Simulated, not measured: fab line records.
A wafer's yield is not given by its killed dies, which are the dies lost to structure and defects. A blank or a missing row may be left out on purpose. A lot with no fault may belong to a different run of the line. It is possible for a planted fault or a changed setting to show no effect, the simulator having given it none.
Which of the tools did it? || flow n5 finfet || 10 lots with 30 wafers sampled at 6 steps, on a route of 1938 steps

WHAT THE GAUGES READ, wafer by wafer
N5_BEOL_M0_RS_MEAS_126: a four-point-probe measurement. Usual: for M0_RS the level is 0.531 ohm/sq and the standard deviation is 0.013.
{"lot": "L147", "measured": "day 6 07:05", "on": "film metro-02", "M0_RS (ohm/sq)": "0.528 0.556 0.528", "flag": ""}
{"lot": "L149", "measured": "day 6 18:25", "on": "film metro-01", "M0_RS (ohm/sq)": "0.537 0.533 0.515", "flag": ""}
{"lot": "L150", "measured": "day 6 20:47", "on": "film metro-01", "M0_RS (ohm/sq)": "0.535 0.533 0.535", "flag": ""}
{"lot": "L154", "measured": "day 8 03:42", "on": "film metro-02", "M0_RS (ohm/sq)": "0.544 0.529 0.536", "flag": ""}
{"lot": "L157", "measured": "day 9 04:53", "on": "film metro-02", "M0_RS (ohm/sq)": "0.525 0.510 0.503", "flag": ""}
{"lot": "L159", "measured": "day 9 11:29", "on": "film metro-01", "M0_RS (ohm/sq)": "0.535 0.524 0.524", "flag": ""}
{"lot": "L161", "measured": "day 9 17:59", "on": "film metro-02", "M0_RS (ohm/sq)": "0.532 0.549 0.527", "flag": ""}
{"lot": "L162", "measured": "day 10 03:45", "on": "film metro-01", "M0_RS (ohm/sq)": "0.530 0.293 0.523", "flag": "OFF"}
{"lot": "L163", "measured": "day 10 06:37", "on": "film metro-01", "M0_RS (ohm/sq)": "0.532 0.299 0.291", "flag": "OFF"}
{"lot": "L164", "measured": "day 10 18:41", "on": "film metro-02", "M0_RS (ohm/sq)": "0.530 0.514 0.530", "flag": ""}

N5_BEOL_M4_RC_MEAS_101. Usual: DIBL_N 36.6 mV/V, standard deviation 1.1; DIBL_P 36.8 mV/V, standard deviation 1.6; IOFF_N 0.169 nA/um, standard deviation 0.024; IOFF_P 0.206 nA/um, standard deviation 0.028; ION_N 679 uA/um, standard deviation 9.2; ION_P 462 uA/um, standard deviation 7; SS_N 71.6 mV/dec, standard deviation 0.57; SS_P 73.3 mV/dec, standard deviation 0.57; VT_N 248.8 mV, standard deviation 2.4; VT_P -251 mV, standard deviation 3.
{"lot": "L147", "measured": "day 9 09:15", "on": "prober-01", "DIBL_N (mV/V)": "36.0 36.7 35.0", "DIBL_P (mV/V)": "36.4 37.5 34.9", "IOFF_N (nA/um)": "0.155 0.184 0.150", "IOFF_P (nA/um)": "0.200 0.223 0.181", "ION_N (uA/um)": "667 683 666", "ION_P (uA/um)": "450 461 451", "SS_N (mV/dec)": "71.4 72.0 70.9", "SS_P (mV/dec)": "73.4 72.9 73.3", "VT_N (mV)": "250.5 245.8 249.7", "VT_P (mV)": "-254 -250 -256", "flag": ""}
{"lot": "L149", "measured": "day 10 08:19", "on": "prober-01", "DIBL_N (mV/V)": "35.8 36.5 36.6", "DIBL_P (mV/V)": "35.8 37.8 37.3", "IOFF_N (nA/um)": "0.138 0.158 0.155", "IOFF_P (nA/um)": "0.190 0.219 0.197", "ION_N (uA/um)": "671 678 674", "ION_P (uA/um)": "462 464 463", "SS_N (mV/dec)": "71.0 70.8 70.9", "SS_P (mV/dec)": "73.5 73.9 72.4", "VT_N (mV)": "252.2 248.2 248.5", "VT_P (mV)": "-252 -252 -253", "flag": ""}
{"lot": "L150", "measured": "day 10 13:31", "on": "prober-02", "DIBL_N (mV/V)": "36.5 36.4 37.8", "DIBL_P (mV/V)": "39.0 39.1 39.4", "IOFF_N (nA/um)": "0.202 0.185 0.219", "IOFF_P (nA/um)": "0.228 0.222 0.236", "ION_N (uA/um)": "691 682 681", "ION_P (uA/um)": "468 463 461", "SS_N (mV/dec)": "72.6 72.5 72.2", "SS_P (mV/dec)": "74.4 73.7 74.2", "VT_N (mV)": "246.6 250.5 246.0", "VT_P (mV)": "-251 -251 -254", "flag": ""}
{"lot": "L154", "measured": "day 11 15:02", "on": "prober-01", "DIBL_N (mV/V)": "36.8 36.6 36.8", "DIBL_P (mV/V)": "37.0 37.1 37.6", "IOFF_N (nA/um)": "0.172 0.165 0.181", "IOFF_P (nA/um)": "0.218 0.223 0.231", "ION_N (uA/um)": "672 676 693", "ION_P (uA/um)": "463 462 468", "SS_N (mV/dec)": "72.4 71.9 71.9", "SS_P (mV/dec)": "73.1 73.4 72.8", "VT_N (mV)": "249.1 246.9 246.2", "VT_P (mV)": "-250 -251 -251", "flag": ""}
{"lot": "L157", "measured": "day 12 00:11", "on": "prober-01", "DIBL_N (mV/V)": "36.8 38.2 36.5", "DIBL_P (mV/V)": "36.2 37.8 35.4", "IOFF_N (nA/um)": "0.164 0.193 0.152", "IOFF_P (nA/um)": "0.212 0.240 0.204", "ION_N (uA/um)": "688 694 671", "ION_P (uA/um)": "469 473 458", "SS_N (mV/dec)": "71.3 71.7 71.6", "SS_P (mV/dec)": "73.0 74.0 73.1", "VT_N (mV)": "247.4 246.7 248.8", "VT_P (mV)": "-251 -249 -250", "flag": ""}
{"lot": "L159", "measured": "day 12 06:56", "on": "prober-01", "DIBL_N (mV/V)": "36.2 37.5 35.9", "DIBL_P (mV/V)": "35.4 37.1 34.9", "IOFF_N (nA/um)": "0.149 0.177 0.145", "IOFF_P (nA/um)": "0.191 0.219 0.186", "ION_N (uA/um)": "677 695 674", "ION_P (uA/um)": "461 466 461", "SS_N (mV/dec)": "70.7 71.7 71.4", "SS_P (mV/dec)": "73.2 73.8 73.6", "VT_N (mV)": "248.8 251.3 251.4", "VT_P (mV)": "-249 -248 -253", "flag": ""}
{"lot": "L161", "measured": "day 12 14:08", "on": "prober-02", "DIBL_N (mV/V)": "35.7 34.5 37.8", "DIBL_P (mV/V)": "36.9 35.6 39.1", "IOFF_N (nA/um)": "0.147 0.123 0.188", "IOFF_P (nA/um)": "0.177 0.160 0.206", "ION_N (uA/um)": "676 658 668", "ION_P (uA/um)": "460 450 453", "SS_N (mV/dec)": "71.2 70.6 71.7", "SS_P (mV/dec)": "73.3 73.3 73.9", "VT_N (mV)": "253.7 254.6 247.8", "VT_P (mV)": "-254 -257 -254", "flag": ""}
{"lot": "L162", "measured": "day 13 11:26", "on": "prober-01", "DIBL_N (mV/V)": "35.0 34.8 35.8", "DIBL_P (mV/V)": "33.5 33.7 34.4", "IOFF_N (nA/um)": "0.128 0.135 0.142", "IOFF_P (nA/um)": "0.166 0.166 0.176", "ION_N (uA/um)": "667 665 667", "ION_P (uA/um)": "454 456 458", "SS_N (mV/dec)": "70.8 71.5 71.3", "SS_P (mV/dec)": "72.3 72.3 73.0", "VT_N (mV)": "254.6 251.3 251.5", "VT_P (mV)": "-254 -255 -253", "flag": ""}
{"lot": "L163", "measured": "day 13 11:52", "on": "prober-02", "DIBL_N (mV/V)": "37.6 38.0 36.0", "DIBL_P (mV/V)": "36.6 37.1 34.8", "IOFF_N (nA/um)": "0.173 0.187 0.149", "IOFF_P (nA/um)": "0.171 0.183 0.158", "ION_N (uA/um)": "673 680 673", "ION_P (uA/um)": "447 453 451", "SS_N (mV/dec)": "71.0 72.1 71.1", "SS_P (mV/dec)": "73.9 73.8 73.6", "VT_N (mV)": "248.9 248.6 251.8", "VT_P (mV)": "-255 -259 -258", "flag": ""}
{"lot": "L164", "measured": "day 13 16:56", "on": "prober-01", "DIBL_N (mV/V)": "36.6 38.3 38.3", "DIBL_P (mV/V)": "36.3 37.9 38.0", "IOFF_N (nA/um)": "0.168 0.202 0.201", "IOFF_P (nA/um)": "0.195 0.221 0.219", "ION_N (uA/um)": "676 680 678", "ION_P (uA/um)": "460 467 461", "SS_N (mV/dec)": "71.5 71.9 72.1", "SS_P (mV/dec)": "73.1 73.3 73.6", "VT_N (mV)": "247.7 247.3 246.5", "VT_P (mV)": "-249 -250 -249", "flag": ""}

EACH LOT AND THE TOOL THAT RAN IT (in order: tool; ch and the chambers of the sampled wafers; start)
{"lot": "L147", "N5_BEOL_M0_SAQP_ILD_DEP_01": "pecvd-03 ch 1,2, day 5 16:55", "N5_BEOL_M0_SPUTTER_116": "pvd sputter-02, day 6 05:37", "N5_BEOL_M0_SPUTTER_132": "pvd sputter-02, day 6 05:44", "N5_BEOL_M0_PRE_CLEAN_131": "cvd co-01 ch 0,2, day 6 06:49"}
{"lot": "L149", "N5_BEOL_M0_SAQP_ILD_DEP_01": "pecvd-03 ch 1,2, day 6 04:35", "N5_BEOL_M0_SPUTTER_116": "pvd sputter-02, day 6 17:00", "N5_BEOL_M0_SPUTTER_132": "pvd sputter-02, day 6 17:07", "N5_BEOL_M0_PRE_CLEAN_131": "cvd co-02 ch 0,1,2, day 6 18:11"}
{"lot": "L150", "N5_BEOL_M0_SAQP_ILD_DEP_01": "pecvd-03 ch 0,1,2, day 6 07:35", "N5_BEOL_M0_SPUTTER_116": "pvd sputter-01, day 6 19:23", "N5_BEOL_M0_SPUTTER_132": "pvd sputter-01, day 6 19:30", "N5_BEOL_M0_PRE_CLEAN_131": "cvd co-02 ch 0,1,2, day 6 20:34"}
{"lot": "L154", "N5_BEOL_M0_SAQP_ILD_DEP_01": "pecvd-03 ch 0,1,2, day 7 09:20", "N5_BEOL_M0_SPUTTER_116": "pvd sputter-02, day 8 02:18", "N5_BEOL_M0_SPUTTER_132": "pvd sputter-02, day 8 02:25", "N5_BEOL_M0_PRE_CLEAN_131": "cvd co-02 ch 0,1, day 8 03:29"}
{"lot": "L157", "N5_BEOL_M0_SAQP_ILD_DEP_01": "pecvd-02 ch 1,2, day 8 13:43", "N5_BEOL_M0_SPUTTER_116": "pvd sputter-02, day 9 03:29", "N5_BEOL_M0_SPUTTER_132": "pvd sputter-02, day 9 03:36", "N5_BEOL_M0_PRE_CLEAN_131": "cvd co-02 ch 0,1, day 9 04:40"}
{"lot": "L159", "N5_BEOL_M0_SAQP_ILD_DEP_01": "pecvd-01 ch 0,1,2, day 8 18:45", "N5_BEOL_M0_SPUTTER_116": "pvd sputter-03, day 9 09:12", "N5_BEOL_M0_SPUTTER_132": "pvd sputter-03, day 9 09:19", "N5_BEOL_M0_PRE_CLEAN_131": "cvd co-01 ch 0,1,2, day 9 11:17"}
{"lot": "L161", "N5_BEOL_M0_SAQP_ILD_DEP_01": "pecvd-01 ch 1,2, day 9 04:45", "N5_BEOL_M0_SPUTTER_116": "pvd sputter-03, day 9 16:25", "N5_BEOL_M0_SPUTTER_132": "pvd sputter-03, day 9 16:32", "N5_BEOL_M0_PRE_CLEAN_131": "cvd co-02 ch 0,2, day 9 17:45"}
{"lot": "L162", "N5_BEOL_M0_SAQP_ILD_DEP_01": "pecvd-01 ch 0,1, day 9 11:19", "N5_BEOL_M0_SPUTTER_116": "pvd sputter-03, day 10 01:59", "N5_BEOL_M0_SPUTTER_132": "pvd sputter-03, day 10 02:07", "N5_BEOL_M0_PRE_CLEAN_131": "cvd co-02 ch 0,1,2, day 10 03:32"}
{"lot": "L163", "N5_BEOL_M0_SAQP_ILD_DEP_01": "pecvd-01 ch 1,2, day 9 18:15", "N5_BEOL_M0_SPUTTER_116": "pvd sputter-03, day 10 05:13", "N5_BEOL_M0_SPUTTER_132": "pvd sputter-03, day 10 05:20", "N5_BEOL_M0_PRE_CLEAN_131": "cvd co-01 ch 0,2, day 10 06:24"}
{"lot": "L164", "N5_BEOL_M0_SAQP_ILD_DEP_01": "pecvd-02 ch 0,1,2, day 9 23:10", "N5_BEOL_M0_SPUTTER_116": "pvd sputter-02, day 10 17:14", "N5_BEOL_M0_SPUTTER_132": "pvd sputter-02, day 10 17:21", "N5_BEOL_M0_PRE_CLEAN_131": "cvd co-01 ch 0,1,2, day 10 18:28"}
- N5_BEOL_M0_SAQP_ILD_DEP_01: deposits SiOC from DEMS/O2, target thk 45.419 nm, time 8.7 s.
- N5_BEOL_M0_SPUTTER_116: material Cu, target thk 4 nm, time 7.37 s.
- N5_BEOL_M0_SPUTTER_132: material Cu, target thk 4 nm, time 7.37 s.
- N5_BEOL_M0_PRE_CLEAN_131: time 15 s.

AS READ BY THE TOOLS THEMSELVES (means over the sampled wafers that have a number; for cases with no such wafer, the mark the record gives instead)
N5_BEOL_M0_SAQP_ILD_DEP_01. Usual: heater power w 459 W, standard deviation 42; showerhead plenum p Torr 5.690 Torr, standard deviation 0.013; throttle valve pct 12.1 %, standard deviation 0.74.
{"lot": "L147", "tool": "pecvd-03", "heater power w (W)": 485, "showerhead plenum p Torr (Torr)": 5.678, "throttle valve pct (%)": 12.0, "flag": ""}
{"lot": "L149", "tool": "pecvd-03", "heater power w (W)": 502, "showerhead plenum p Torr (Torr)": 5.684, "throttle valve pct (%)": 12.0, "flag": ""}
{"lot": "L150", "tool": "pecvd-03", "heater power w (W)": 433, "showerhead plenum p Torr (Torr)": 5.677, "throttle valve pct (%)": 12.0, "flag": ""}
{"lot": "L154", "tool": "pecvd-03", "heater power w (W)": 444, "showerhead plenum p Torr (Torr)": 5.681, "throttle valve pct (%)": 12.2, "flag": ""}
{"lot": "L157", "tool": "pecvd-02", "heater power w (W)": 469, "showerhead plenum p Torr (Torr)": 5.692, "throttle valve pct (%)": 11.7, "flag": ""}
{"lot": "L159", "tool": "pecvd-01", "heater power w (W)": 457, "showerhead plenum p Torr (Torr)": 5.695, "throttle valve pct (%)": 12.2, "flag": ""}
{"lot": "L161", "tool": "pecvd-01", "heater power w (W)": 478, "showerhead plenum p Torr (Torr)": 5.703, "throttle valve pct (%)": 12.0, "flag": ""}
{"lot": "L162", "tool": "pecvd-01", "heater power w (W)": 481, "showerhead plenum p Torr (Torr)": 5.704, "throttle valve pct (%)": 12.5, "flag": ""}
{"lot": "L163", "tool": "pecvd-01", "heater power w (W)": 441, "showerhead plenum p Torr (Torr)": 5.698, "throttle valve pct (%)": 12.1, "flag": ""}
{"lot": "L164", "tool": "pecvd-02", "heater power w (W)": 444, "showerhead plenum p Torr (Torr)": 5.694, "throttle valve pct (%)": 11.7, "flag": ""}

N5_BEOL_M0_SPUTTER_116. Usual: chuck gas flow sccm 1.26 sccm, standard deviation 0.058; throttle valve pct 30.4 %, standard deviation 0.64.
{"lot": "L147", "tool": "pvd sputter-02", "chuck gas flow sccm (sccm)": 1.23, "throttle valve pct (%)": 30.0, "flag": ""}
{"lot": "L149", "tool": "pvd sputter-02", "chuck gas flow sccm (sccm)": 1.18, "throttle valve pct (%)": 30.2, "flag": ""}
{"lot": "L150", "tool": "pvd sputter-01", "chuck gas flow sccm (sccm)": 1.20, "throttle valve pct (%)": 31.1, "flag": ""}
{"lot": "L154", "tool": "pvd sputter-02", "chuck gas flow sccm (sccm)": 1.14, "throttle valve pct (%)": 30.5, "flag": ""}
{"lot": "L157", "tool": "pvd sputter-02", "chuck gas flow sccm (sccm)": 1.23, "throttle valve pct (%)": 30.4, "flag": ""}
{"lot": "L159", "tool": "pvd sputter-03", "chuck gas flow sccm (sccm)": 1.25, "throttle valve pct (%)": 29.9, "flag": ""}
{"lot": "L161", "tool": "pvd sputter-03", "chuck gas flow sccm (sccm)": 1.26, "throttle valve pct (%)": 30.2, "flag": ""}
{"lot": "L162", "tool": "pvd sputter-03", "chuck gas flow sccm (sccm)": 1.26, "throttle valve pct (%)": 30.1, "flag": ""}
{"lot": "L163", "tool": "pvd sputter-03", "chuck gas flow sccm (sccm)": 1.26, "throttle valve pct (%)": 30.0, "flag": ""}
{"lot": "L164", "tool": "pvd sputter-02", "chuck gas flow sccm (sccm)": 1.26, "throttle valve pct (%)": 30.1, "flag": ""}

N5_BEOL_M0_SPUTTER_132. Usual: chuck gas flow sccm 1.26 sccm, standard deviation 0.051; throttle valve pct 30.4 %, standard deviation 0.63.
{"lot": "L147", "tool": "pvd sputter-02", "chuck gas flow sccm (sccm)": 1.23, "throttle valve pct (%)": 30.2, "flag": ""}
{"lot": "L149", "tool": "pvd sputter-02", "chuck gas flow sccm (sccm)": 1.27, "throttle valve pct (%)": 29.9, "flag": ""}
{"lot": "L150", "tool": "pvd sputter-01", "chuck gas flow sccm (sccm)": 1.22, "throttle valve pct (%)": 31.1, "flag": ""}
{"lot": "L154", "tool": "pvd sputter-02", "chuck gas flow sccm (sccm)": 1.22, "throttle valve pct (%)": 30.5, "flag": ""}
{"lot": "L157", "tool": "pvd sputter-02", "chuck gas flow sccm (sccm)": 1.25, "throttle valve pct (%)": 30.4, "flag": ""}
{"lot": "L159", "tool": "pvd sputter-03", "chuck gas flow sccm (sccm)": 1.27, "throttle valve pct (%)": 30.0, "flag": ""}
{"lot": "L161", "tool": "pvd sputter-03", "chuck gas flow sccm (sccm)": 1.28, "throttle valve pct (%)": 30.0, "flag": ""}
{"lot": "L162", "tool": "pvd sputter-03", "chuck gas flow sccm (sccm)": 1.26, "throttle valve pct (%)": 30.1, "flag": ""}
{"lot": "L163", "tool": "pvd sputter-03", "chuck gas flow sccm (sccm)": 1.28, "throttle valve pct (%)": 30.0, "flag": ""}
{"lot": "L164", "tool": "pvd sputter-02", "chuck gas flow sccm (sccm)": 1.28, "throttle valve pct (%)": 29.9, "flag": ""}

N5_BEOL_M0_PRE_CLEAN_131. Usual: heater power w at 77 W, with a standard deviation of 20.
{"lot": "L147", "tool": "cvd co-01", "heater power w (W)": 77, "flag": ""}
{"lot": "L149", "tool": "cvd co-02", "heater power w (W)": 78, "flag": ""}
{"lot": "L150", "tool": "cvd co-02", "heater power w (W)": 76, "flag": ""}
{"lot": "L154", "tool": "cvd co-02", "heater power w (W)": 99, "flag": ""}
{"lot": "L157", "tool": "cvd co-02", "heater power w (W)": 97, "flag": ""}
{"lot": "L159", "tool": "cvd co-01", "heater power w (W)": 75, "flag": ""}
{"lot": "L161", "tool": "cvd co-02", "heater power w (W)": 71, "flag": ""}
{"lot": "L162", "tool": "cvd co-02", "heater power w (W)": 77, "flag": ""}
{"lot": "L163", "tool": "cvd co-01", "heater power w (W)": 79, "flag": ""}
{"lot": "L164", "tool": "cvd co-01", "heater power w (W)": 76, "flag": ""}

THE ANSWER, worked out from the rows above alone
Rule: take the mean of a lot's wafers that have a number; if it is more than 3 standard deviations from the usual mean, the lot is off. A lot without any number at a reading at which 4 lots or more have one is off too. Where the step has rows for the other lots, those lots are counted as sound. First the gauges in route order, then the tools' own readings, where a lot's mean is used as printed above. The first step at which some lot is off is used, and at that step the reading that is off furthest; a lot without a number counts as furthest.
Off: at N5_BEOL_M0_RS_MEAS_126 (M0_RS), L162, L163.
A tool fits if, at a process step before that reading, it ran every lot that is off, and no sound lot after the first of them. Those tools and the gauges at N5_BEOL_M0_RS_MEAS_126 are tried in the same way. Can't be told from this: 3 tools fit, pecvd-01 at N5_BEOL_M0_SAQP_ILD_DEP_01, pvd sputter-03 at N5_BEOL_M0_SPUTTER_116 and N5_BEOL_M0_SPUTTER_132, film metro-01 at N5_BEOL_M0_RS_MEAS_126.

WHAT THE SIMULATOR PUT IN
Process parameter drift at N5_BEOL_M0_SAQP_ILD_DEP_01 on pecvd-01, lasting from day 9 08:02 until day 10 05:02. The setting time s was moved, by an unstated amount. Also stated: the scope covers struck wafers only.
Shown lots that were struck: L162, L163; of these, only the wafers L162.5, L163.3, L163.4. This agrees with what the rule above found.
